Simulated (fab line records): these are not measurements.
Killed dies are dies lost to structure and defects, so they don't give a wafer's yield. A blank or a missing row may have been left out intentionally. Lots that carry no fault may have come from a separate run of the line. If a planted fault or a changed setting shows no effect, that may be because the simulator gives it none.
Problem report, 8D (eight disciplines) form, completed by code	flow n5-finfet	the parts of the form that need people (team, actions taken, sign-off) are left out

== 1. THE PROBLEM ==
bias-w at N5_FIN_CUT_ETCH_21 reads a mean of 58.00 W on 6 wafers of 2 lots; wafers without a fault read 61.01 W with a standard deviation of 0.19. That puts it -16 standard deviations away from the usual mean.
The step: etches SOC in N2/H2, target depth 219 nm, overetch 43.8 nm, time 523.5 s.
First observed at day 3 15:56: wafer L322.3, on rie-diel-03. The record holds 27 wafers of 9 lots with a number at this step. Rule for "out", or "out of limits": more than 4 standard deviations from the usual mean. All remaining wafers that have a number are taken as sound.

== 2. WHAT IT IS, WHAT IT ISN'T ==
question	is	is not
which readings at this step	bias-w, rf-vpp-V	drypump-motor-current-A, oes-product-au, rf-fwd-power-W, showerhead-plenum-p-Torr, throttle-valve-pct
which lots	L322, L325	L316, L317, L320, L328, L335, L338, L339
which wafers of those lots	all that have a number	-
read on which tools	rie-diel-03	rie-diel-02, rie-diel-04
when	from day 3 15:56	up to then (9 sound wafers); but 12 sound wafers of L328, L335, L338, L339 came after

== 3. WHAT RULES OUT EACH SUSPECT ==
Counting: a tool at a process step up to the reading stays a suspect if it ran every lot that is out and no sound lot after the first of them.
- rie-diel-03 at N5_FIN_CUT_ETCH_21 (etches SOC in N2/H2, target depth 219 nm, overetch 43.8 nm, time 523.5 s): ruled out as a lasting fault. Following L322 (day 3 15:56), the first lot on it that is out, the sound lots L339 were run on it.
Left after counting: nothing in the record.

== 4. THE CAUSE (what the simulator had put in) ==
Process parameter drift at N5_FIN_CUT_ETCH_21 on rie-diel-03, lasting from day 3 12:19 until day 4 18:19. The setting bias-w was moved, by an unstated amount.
Counting ruled it out, wrongly.

== 5. THE CHAIN OF EFFECTS, in route order ==
Rows list readings where the struck wafers' mean (over those with a number) sits beyond 3 standard deviations from the usual. Scope: only readings with a usual standard deviation given in the record; hours: median across lots of the time from each lot's start at the first step in this table that gives one to its start at this step; sigmas: change in usual standard deviations.
hours	step	reading	usual	on struck wafers	change	sigmas
0	N5_FIN_CUT_ETCH_21	bias-w	61.01 W	58.00	-3.01	-16
0	N5_FIN_CUT_ETCH_21	rf-vpp-V	240.8 V	232.4	-8.4	-6.0
Here are the process steps it includes:
- N5_FIN_CUT_ETCH_21: etches SOC in N2/H2, target depth 219 nm, overetch 43.8 nm, time 523.5 s.
Later measuring or inspecting steps at which every struck wafer that the step has a row for has a number for every such reading, and none has moved that far: N5_BEOL_M4_RC_MEAS_101.

== 6. HOW IT WOULD HAVE BEEN CAUGHT EARLIER ==
4 hours passed between the start of the fault at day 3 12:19 and the first reading out of limits in this record, taken at day 3 15:56.
